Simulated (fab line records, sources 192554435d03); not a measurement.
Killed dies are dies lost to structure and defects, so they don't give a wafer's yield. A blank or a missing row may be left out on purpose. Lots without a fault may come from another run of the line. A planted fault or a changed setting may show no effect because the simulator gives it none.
fab line records | flow n5_finfet
record lots=11 wafers=33 last_day=17
route steps=1938 shown BEOL_M5@1115 PASSIVATION@1936
lots that met no fault: from a run of the same line without faults
start_h: hours from the record's first day to the start of the lot's first wafer shown | wait_h: hours since the lot's step before | " the same as in the row above | L1.1+2: a row that stands for several wafers | - no value, or no start given | * or withheld: withheld | < > ~ a bound
route shown NAME@n: a module of which the file shows steps, and the number in the route of the first | usual: mean/standard deviation of fault-free wafers | same: alike in all rows | chamber/n: place in a boat | sites: the reading at each site | _std_site: their standard deviation | _edge_site: outer sites' mean less inner sites' | radius_mm: how far each site lies from the wafer's centre | mask NAME#n: copy n | behind: the tool/chamber that last shaped the wafer | hold: why the lot was held/for how many hours/how that ended | device: the transistor (n, p or np) that didn't switch | end of line: the same wafers' tests at the end of the route | a step without rows: its recipe alone | killed: dies lost to structure and defects at the first sort, not the wafer's yield | map: a wafer's dies, x killed, . not, _ none there
set.NAME: the setting as run; set.NAME@STEP: as run at that earlier step | model.NAME: the simulator's own value behind a step, which no gauge read
steps of the route over a sample of lots; a table a step, a row a wafer
services: from which hour (start_h, from the record's first day; less than 0 if before it) a tool's chamber was out of use, for how many hours, and why
## steps
# step N5_BEOL_M5_PECVD_70
# recipe material=SiO2 target_thk_a=160 temp_c=400 precursor=TEOS/O2 pressure_torr=5.5 rf_w=450 teos_flow_sccm=53.8 gas=O2 flow_sccm=3000 time_s=18
# usual chamber_pressure_Torr=5.498/0.012 heater_power_w=675/100 showerhead_plenum_p_Torr=8.78/0.065 throttle_valve_pct=22.6/0.77
# columns lot.wafer tool chamber start_h wait_h chamber_pressure_Torr heater_power_w showerhead_plenum_p_Torr throttle_valve_pct
L533.1 pecvd-03 2 170.64 0.0 5.502 843 8.78 22.7
L533.3 " 1 " " 5.486 547 8.77 22.7
L533.5 " 1 " " 5.506 554 8.79 22.7
L531.2 pecvd-03 1 178.81 0.0 5.503 564 8.76 22.9
L531.3 " 2 " " 5.499 832 8.77 22.7
L531.5 " 0 " " 5.490 603 8.83 21.7
L532.1 pecvd-02 2 179.14 0.0 5.487 702 8.69 21.8
L532.3 " 0 " " 5.508 637 8.73 23.3
L532.5 " 1 " " 5.511 684 8.92 23.6
L534.1 pecvd-01 1 198.73 0.0 5.492 874 8.75 23.1
L534.3 " 2 " " 5.503 659 8.83 21.2
L534.6 " 1 " " 5.477 904 8.77 23.1
L540.2 pecvd-02 2 232.41 0.0 5.476 713 8.67 22.0
L540.4 " 2 " " 5.507 715 8.70 22.1
L540.5 " 1 " " 5.517 786 8.90 23.3
L546.4 pecvd-03 0 254.85 0.1 5.478 659 8.77 21.8
L546.5 " 2 " " 5.483 732 8.75 21.4
L546.6 " 1 " " 5.517 504 8.79 22.8
L545.1 pecvd-03 0 255.61 0.0 5.499 606 8.79 21.8
L545.3 " 2 " " 5.508 846 8.77 21.3
L545.5 " 1 " " 5.507 518 8.77 22.8
L548.2 pecvd-03 1 262.24 0.0 5.500 537 8.79 22.8
L548.3 " 2 " " 5.519 809 8.77 21.3
L548.4 " 0 " " 5.503 567 8.78 21.7
L550.2 pecvd-02 0 286.08 0.0 5.500 634 8.72 23.1
L550.4 " 1 " " 5.523 745 8.90 23.4
L550.5 " 2 " " 5.518 599 8.65 22.3
L552.1 pecvd-03 2 293.08 0.0 5.477 769 8.76 21.3
L552.3 " 0 " " 5.510 617 8.77 22.0
L552.4 " 2 " " 5.508 780 8.77 21.4
L553.1 pecvd-03 1 300.14 0.0 5.491 464 8.80 22.7
L553.3 " 0 " " 5.493 634 8.75 21.9
L553.4 " 2 " " 5.491 722 8.76 21.8
# step N5_BEOL_M5_HM_DEP_02
# recipe material=TiN target_thk_a=200 temp_c=25 chamber_pressure_pa=0.49996
# usual throttle_valve_pct=30.4/1.3
# columns lot.wafer tool chamber start_h wait_h throttle_valve_pct
L533.1 pvd_sputter-03 - 171.27 0.6 30.7
L533.3 " - " " 28.0
L533.5 " - " " 30.9
L531.2 pvd_sputter-01 - 179.48 0.7 30.1
L531.3 " - " " 30.6
L531.5 " - " " 31.0
L532.1 pvd_sputter-01 - 179.58 0.4 30.7
L532.3 " - " " 28.1
L532.5 " - " " 30.7
L534.1 pvd_sputter-03 - 199.64 0.9 31.0
L534.3 " - " " 31.1
L534.6 " - " " 31.1
L540.2 pvd_sputter-01 - 232.61 0.2 30.5
L540.4 " - " " 30.6
L540.5 " - " " 27.9
L546.4 pvd_sputter-02 - 256.14 1.3 32.7
L546.5 " - " " 31.0
L546.6 " - " " 31.9
L545.1 pvd_sputter-03 - 256.38 0.8 30.8
L545.3 " - " " 27.7
L545.5 " - " " 31.2
L548.2 pvd_sputter-03 - 265.26 3.0 31.0
L548.3 " - " " 30.7
L548.4 " - " " 31.0
L550.2 pvd_sputter-03 - 286.83 0.7 27.7
L550.4 " - " " 31.0
L550.5 " - " " 31.4
L552.1 pvd_sputter-02 - 294.76 1.7 30.9
L552.3 " - " " 31.7
L552.4 " - " " 31.1
L553.1 pvd_sputter-01 - 301.57 1.4 27.8
L553.3 " - " " 30.6
L553.4 " - " " 30.3
# step N5_BEOL_M5_OVL_MEAS_12
# recipe points_per_wafer=522
# usual M5_OVL=-0.6/0.71
# columns lot.wafer tool chamber start_h wait_h M5_OVL[nm]
L533.1 overlay-01 0 171.82 0.0 -0.6
L533.3 " 0 " " -0.7
L533.5 " 0 " " -1.5
L531.2 overlay-01 0 180.03 0.0 -1.0
L531.3 " 0 " " -1.4
L531.5 " 0 " " -0.7
L532.1 overlay-01 0 180.07 0.0 -1.7
L532.3 " 0 " " -0.9
L532.5 " 0 " " -0.7
L534.1 overlay-02 0 200.18 0.0 -0.2
L534.3 " 0 " " -1.0
L534.6 " 0 " " -1.7
L540.2 overlay-01 0 233.16 0.0 -0.6
L540.4 " 0 " " -0.7
L540.5 " 0 " " -0.6
L546.4 overlay-02 0 256.70 0.0 0.6
L546.5 " 0 " " 0.3
L546.6 " 0 " " -0.9
L545.1 overlay-02 0 256.93 0.0 -1.8
L545.3 " 0 " " -1.5
L545.5 " 0 " " -0.9
L548.2 overlay-02 0 265.69 0.0 -1.9
L548.3 " 0 " " -1.0
L548.4 " 0 " " -0.9
L550.2 overlay-01 0 287.26 0.0 -1.7
L550.4 " 0 " " -1.7
L550.5 " 0 " " -0.8
L552.1 overlay-02 0 295.18 0.0 0.0
L552.3 " 0 " " -0.3
L552.4 " 0 " " -0.3
L553.1 overlay-01 0 302.11 0.0 -1.0
L553.3 " 0 " " -1.1
L553.4 " 0 " " -0.5
# step N5_BEOL_M5_ETCH_72
# recipe chemistry=N2/H2 target=underlayer target_depth_a=65 mask_material=CAR-EUV time_s=5.2 ion_energy_ev=200 pressure_mtorr=30 source_w=840 bias_w=150 n2_flow_sccm=200 h2_flow_sccm=200 ends=cleared
# usual bias_w=150.0/0.42 drypump_motor_current_A=5.8/0.41 etch_rf_on_time_s=5.20/0.19 oes_product_au=0.66/0.079 rf_vpp_V=524.2/2.4 showerhead_plenum_p_Torr=2.56/0.079 throttle_valve_pct=18.0/0.33
# columns lot.wafer tool chamber start_h wait_h bias_w drypump_motor_current_A etch_rf_on_time_s oes_product_au rf_hours_counter_h rf_vpp_V showerhead_plenum_p_Torr throttle_valve_pct
L533.1 rie_diel-03 1 171.94 0.0 149.8 5.7 5.38 0.61 169 525.6 2.52 18.1
L533.3 " 3 " " 150.0 6.6 5.56 0.75 32 528.8 2.69 17.6
L533.5 " 2 " " 149.9 6.4 5.21 0.63 - 523.3 2.52 17.7
L531.2 rie_diel-01 1 180.15 0.0 150.7 5.7 5.39 0.58 248 523.7 2.50 17.9
L531.3 " 3 " " 149.8 6.3 5.40 0.58 243 523.3 2.50 17.9
L531.5 " 3 " " 149.8 6.3 5.43 0.57 - 522.9 2.50 17.9
L532.1 rie_diel-03 0 180.20 0.0 149.8 6.1 5.49 0.63 161 527.2 2.63 17.6
L532.3 " 1 " " 150.9 5.7 5.40 0.62 172 523.6 2.52 18.1
L532.5 " 1 " " 149.8 5.7 5.42 0.61 - 524.1 2.52 18.1
L534.1 rie_diel-02 2 201.18 0.0 150.1 6.0 5.19 0.63 183 525.9 2.65 18.2
L534.3 " 3 " " 149.9 5.7 5.08 0.59 216 523.3 2.50 18.4
L534.6 " 3 " " 149.7 5.7 5.06 0.60 - 522.1 2.50 18.4
L540.2 rie_diel-03 3 233.28 0.0 149.3 6.6 5.47 0.74 48 525.9 2.69 17.6
L540.4 " 1 " " 139.9 5.7 5.52 0.60 185 502.6 2.52 18.1
L540.5 " 2 " " 150.8 6.4 5.14 0.62 - 523.9 2.51 17.7
L546.4 rie_diel-01 0 256.84 0.0 150.0 5.1 5.09 0.62 - 524.4 2.63 17.9
L546.5 " 1 " " 149.9 5.7 5.17 0.79 - 523.1 2.49 17.5
L546.6 " 2 " " 149.9 5.4 5.05 0.71 - 525.3 2.58 18.4
L545.1 rie_diel-03 0 257.15 0.0 150.2 6.1 5.47 0.61 182 525.2 2.62 17.6
L545.3 " 1 " " 140.1 5.7 5.48 0.59 192 501.9 2.51 18.1
L545.5 " 2 " " 149.7 6.4 5.15 0.61 - 525.1 2.51 17.7
L548.2 rie_diel-02 3 265.81 0.0 150.0 5.7 5.12 0.59 236 522.0 2.50 18.4
L548.3 " 1 " " 150.8 5.7 5.48 0.58 218 518.0 2.40 18.2
L548.4 " 0 " " 150.0 6.0 4.85 0.81 13 523.0 2.62 17.7
L550.2 rie_diel-02 1 287.38 0.0 149.3 5.7 5.38 0.59 224 518.6 2.40 18.2
L550.4 " 2 " " 150.0 6.0 5.23 0.61 211 525.9 2.63 18.2
L550.5 " 0 " " 150.6 5.9 4.87 0.79 - 526.1 2.62 17.7
L552.1 rie_diel-01 3 295.31 0.0 150.1 6.3 5.21 0.82 6 522.8 2.49 17.4
L552.3 " 0 " " 150.1 5.1 5.07 0.61 218 524.1 2.62 17.9
L552.4 " 2 " " 150.2 5.4 4.98 0.71 109 522.4 2.57 18.4
L553.1 rie_diel-01 0 302.25 0.0 150.2 5.2 5.15 0.61 220 525.3 2.62 17.9
L553.3 " 3 " " 149.4 6.4 5.25 0.83 8 524.9 2.49 17.4
L553.4 " 2 " " 149.9 5.4 5.05 0.70 110 525.5 2.57 18.4
# step N5_PASSIVATION_PROBE_49
# usual defect_limited_yield=91.4/1.5 killed_at_M0_to_M3=36/11 killed_at_M4_up=14/6 killed_at_contacts=11/6 killed_at_front_end=37/11 killed_at_other=4/3.4 killed_dies=102/18 killed_open=66/13 killed_short=34/7.8 sort_bin_5_function=5.0/0.97 sort_bin_6_memory=3.2/0.7 sort_bin_8_speed=0.0/0.38 sort_n_pass=1078/19 sort_yield_pct=91.3/1.6
# same gross_dies=1180 killed_at_back_side=0 sort_bin_4_leakage[%]=0
# columns lot.wafer tool chamber start_h wait_h defect_limited_yield[%] killed_at_M0_to_M3 killed_at_M4_up killed_at_contacts killed_at_front_end killed_at_other killed_dies killed_open killed_short sort_bin_5_function[%] sort_bin_6_memory[%] sort_bin_8_speed[%] sort_n_pass sort_yield_pct[%]
L533.1 prober-01 - 271.72 0.0 91.7 30 16 15 28 9 98 60 34 4.2 3.9 0 1082 91.7
L533.3 prober-01 - 271.82 0.1 92.5 41 15 7 24 1 88 46 39 4.4 2.5 0 1092 92.5
L533.5 prober-01 - 271.92 0.2 91.7 25 21 7 37 8 98 66 30 5.3 3.0 0 1082 91.7
L532.1 prober-01 - 286.92 0.0 92.9 28 16 5 34 1 84 57 24 4.3 2.5 0 1096 92.9
L532.3 prober-01 - 287.02 0.1 93.4 22 6 8 34 8 78 42 34 3.3 2.8 0 1102 93.4
L532.5 prober-01 - 287.12 0.2 92.7 27 14 12 31 2 86 57 26 4.2 2.9 0 1094 92.7
L534.1 prober-02 - 306.40 0.0 90.8 39 10 5 46 8 108 66 33 5.1 3.1 0 1072 90.8
L534.3 prober-02 - 306.50 0.1 90.4 26 3 13 51 20 113 75 34 5.6 3.6 0 1067 90.4
L534.6 prober-02 - 306.65 0.3 91.6 26 13 29 25 6 99 76 22 4.6 3.6 0 1081 91.6
L540.2 prober-02 - 332.48 0.1 93.2 39 6 9 25 1 80 51 28 3.5 3.1 0 1100 93.2
L546.4 prober-02 - 353.09 0.2 90.9 56 14 7 19 11 107 74 33 6.0 2.7 0 1073 90.9
L546.5 prober-02 - 353.14 0.2 90.4 47 16 9 33 8 113 76 37 5.8 3.6 0 1067 90.4
L546.6 prober-02 - 353.19 0.3 92.3 49 16 11 12 3 91 61 30 4.1 3.1 0 1089 92.3
L545.1 prober-02 - 359.21 0.5 90.0 48 24 26 20 0 118 87 31 5.9 3.7 0 1062 90.0
L545.3 prober-02 - 359.31 0.6 90.6 22 36 6 43 4 111 71 39 5.3 3.8 0 1069 90.6
L545.5 prober-02 - 359.41 0.7 91.5 30 25 8 36 1 100 64 35 5.7 2.5 0 1080 91.5
# killed by level:class
L533.1 MOL_CONTACT_COAG:geometric_particle:open=13 BEOL_M2:geometric_particle:open=9 BEOL_M4:geometric_particle:open=6 BEOL_M0_SAQP:geometric_particle:open=5 DUMMY_GATE:geometric_particle:open=4 BEOL_M0_SAQP:geometric_particle:short=4 BEOL_M3:geometric_particle:open=4 PASS1_CAP:geometric_particle:open=4
L533.3 FIN_SAQP:geometric_particle:short=11 BEOL_M0_SAQP:geometric_particle:short=11 BEOL_M0_SAQP:geometric_particle:open=9 BEOL_M3:geometric_particle:open=6 BEOL_M2:geometric_particle:open=5 FIN_SAQP:geometric_particle:open=4 MOL_CONTACT_COAG:geometric_particle:short=4 BEOL_M3:geometric_particle:short=4
L533.5 BEOL_M4:geometric_particle:open=16 FIN_SAQP:geometric_particle:open=9 STI_FIN_REVEAL:geometric_particle:open=6 BEOL_M0_SAQP:geometric_particle:open=5 BEOL_M2:geometric_particle:open=5 BEOL_M3:geometric_particle:open=5 FIN_SAQP:geometric_particle:short=4 GATE_CUT:geometric_particle:short=4
L532.1 BEOL_M0_SAQP:geometric_particle:open=8 BEOL_M3:geometric_particle:open=7 FIN_SAQP:geometric_particle:short=6 STI_FIN_REVEAL:geometric_particle:open=6 MOL_CONTACT_COAG:geometric_particle:open=5 BEOL_M2:geometric_particle:open=5 FIN_SAQP:geometric_particle:open=4 DUMMY_GATE:geometric_particle:open=4
L532.3 FIN_SAQP:geometric_particle:short=9 FIN_SAQP:geometric_particle:open=6 MOL_CONTACT_COAG:geometric_particle:open=6 BEOL_M2:geometric_particle:open=5 BEOL_M3:geometric_particle:open=5 ILD0:geometric_particle:short=4 GATE_CUT:geometric_particle:open=3 GATE_CUT:geometric_particle:short=3
L532.5 MOL_CONTACT_COAG:geometric_particle:open=11 BEOL_M3:geometric_particle:open=9 BEOL_M0_SAQP:geometric_particle:short=7 FIN_SAQP:geometric_particle:short=6 DUMMY_GATE:geometric_particle:open=6 STI_FIN_REVEAL:geometric_particle:open=5 BEOL_M2:geometric_particle:open=4 FIN_SAQP:geometric_particle:open=3
L534.1 BEOL_M3:geometric_particle:open=14 STI_FIN_REVEAL:geometric_particle:open=13 HKMG_FIN:area_etch=8 FIN_SAQP:geometric_particle:short=6 BEOL_M0_SAQP:geometric_particle:open=6 BEOL_M0_SAQP:geometric_particle:short=6 STI_FIN_REVEAL:geometric_particle:short=5 BEOL_M4:geometric_particle:open=5
L534.3 MOL_CONTACT_COAG:geometric_particle:open=12 DUMMY_GATE:geometric_particle:open=11 STI_FIN_REVEAL:geometric_particle:open=8 BEOL_M0:geometric_particle:short=6 BEOL_M3:geometric_particle:open=6 PAD_METAL:geometric_particle:short=6 FIN_SAQP:geometric_particle:short=5 PAD_METAL:geometric_particle:open=5
L534.6 MOL_CONTACT_COAG:geometric_particle:open=24 STI_FIN_REVEAL:geometric_particle:open=9 BEOL_M3:geometric_particle:open=7 BEOL_M4:geometric_particle:open=6 DUMMY_GATE:geometric_particle:open=5 BEOL_M0_SAQP:geometric_particle:open=4 GATE_CUT:geometric_particle:short=4 MOL_CONTACT_COAG:geometric_particle:short=4
L540.2 BEOL_M3:geometric_particle:open=13 BEOL_M0_SAQP:geometric_particle:short=9 MOL_CONTACT_COAG:geometric_particle:open=8 BEOL_M0_SAQP:geometric_particle:open=7 GATE_CUT:geometric_particle:short=5 GATE_CUT:geometric_particle:open=3 BEOL_M0:geometric_particle:open=3 BEOL_M4:geometric_particle:open=3
L546.4 BEOL_M0_SAQP:geometric_particle:open=18 BEOL_M0_SAQP:geometric_particle:short=10 BEOL_M3:geometric_particle:short=8 MOL_CONTACT_COAG:geometric_particle:open=6 BEOL_M1:geometric_particle:open=6 BEOL_M2:geometric_particle:open=6 MIM_TOP:geometric_particle:open=6 STI_FIN_REVEAL:geometric_particle:open=5
L546.5 BEOL_M2:geometric_particle:open=13 STI_FIN_REVEAL:geometric_particle:open=12 BEOL_M0_SAQP:geometric_particle:short=10 MOL_CONTACT_COAG:geometric_particle:open=8 BEOL_M0_SAQP:geometric_particle:open=7 BEOL_M3:geometric_particle:open=7 FIN_SAQP:geometric_particle:short=5 GATE_CUT:geometric_particle:short=5
L546.6 BEOL_M0_SAQP:geometric_particle:short=12 BEOL_M2:geometric_particle:open=10 MOL_CONTACT_COAG:geometric_particle:open=8 BEOL_M0_SAQP:geometric_particle:open=8 BEOL_M1:geometric_particle:open=8 BEOL_M5:geometric_particle:open=6 BEOL_M3:geometric_particle:open=4 BEOL_M4:geometric_particle:open=4
L545.1 MOL_CONTACT_COAG:geometric_particle:open=24 BEOL_M2:geometric_particle:open=13 BEOL_M0_SAQP:geometric_particle:short=11 BEOL_M0_SAQP:geometric_particle:open=11 BEOL_M4:geometric_particle:open=10 BEOL_M5:geometric_particle:open=7 FIN_SAQP:geometric_particle:open=5 BEOL_M1:geometric_particle:open=5
L545.3 BEOL_M4:geometric_particle:open=14 FIN_SAQP:geometric_particle:short=12 BEOL_M5:geometric_particle:open=8 STI_FIN_REVEAL:geometric_particle:open=7 BEOL_M0_SAQP:geometric_particle:short=7 GATE_CUT:geometric_particle:short=6 BEOL_M0_SAQP:geometric_particle:open=6 FIN_SAQP:geometric_particle:open=5
L545.5 BEOL_M0_SAQP:geometric_particle:open=9 BEOL_M4:geometric_particle:open=9 FIN_SAQP:geometric_particle:open=7 MOL_CONTACT_COAG:geometric_particle:open=7 GATE_CUT:geometric_particle:short=6 FIN_SAQP:geometric_particle:short=5 BEOL_M3:geometric_particle:open=5 BEOL_M2:geometric_particle:open=5
## services
# columns tool chamber start_h hours kind
rie_diel-03 1 147.36 3.3 repair
pvd_sputter-01 - 151.78 1.0 repair
rie_diel-03 - 160.73 0.5 repair
pecvd-03 2 183.26 5.5 scheduled_down
rie_diel-01 1 187.49 - clean
rie_diel-01 1 187.49 - consumable_replace:focus_ring
rie_diel-01 1 187.49 23.4 scheduled_down
rie_diel-01 1 187.49 23.4 vent_cycle
pvd_sputter-01 - 194.09 0.8 repair
pecvd-03 1 196.50 16.5 scheduled_down
rie_diel-03 - 198.08 1.1 repair
rie_diel-03 - 199.54 2.6 repair
pecvd-02 1 205.67 4.9 repair
pecvd-03 2 213.00 - clean
pecvd-03 2 213.00 - consumable_replace:showerhead
pecvd-03 2 213.00 29.0 scheduled_down
pecvd-03 2 213.00 29.0 vent_cycle
rie_diel-01 3 213.02 48.6 repair
rie_diel-03 0 216.61 2.9 repair
pecvd-03 1 275.80 7.2 repair
rie_diel-03 - 283.25 0.1 repair
pecvd-01 2 298.12 1.9 repair
rie_diel-03 1 299.40 1.6 repair
pecvd-01 - 301.37 14.6 pm
## key
first_sign step=N5_BEOL_M5_ETCH_72 reading=bias_w direction=down sigmas=23 usual=* struck=*
effect step=N5_BEOL_M5_ETCH_72 reading=rf_vpp_V direction=down sigmas=9 usual=524.2 struck=502.3
met_at N5_BEOL_M5_ETCH_72
struck_lots L540,L545
struck_wafers L540.4,L545.3
not_acting_at N5_BEOL_M5_PECVD_70,N5_BEOL_M5_HM_DEP_02,N5_BEOL_M5_OVL_MEAS_12
onset_between 180.20 233.28
fault kind=process_parameter_drift tool=rie_diel-03 chamber=1 onset_h=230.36 steps=N5_BEOL_M5_ETCH_72 channel=bias_w offset=* shape=step end_h=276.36 acts_in=* stated=*
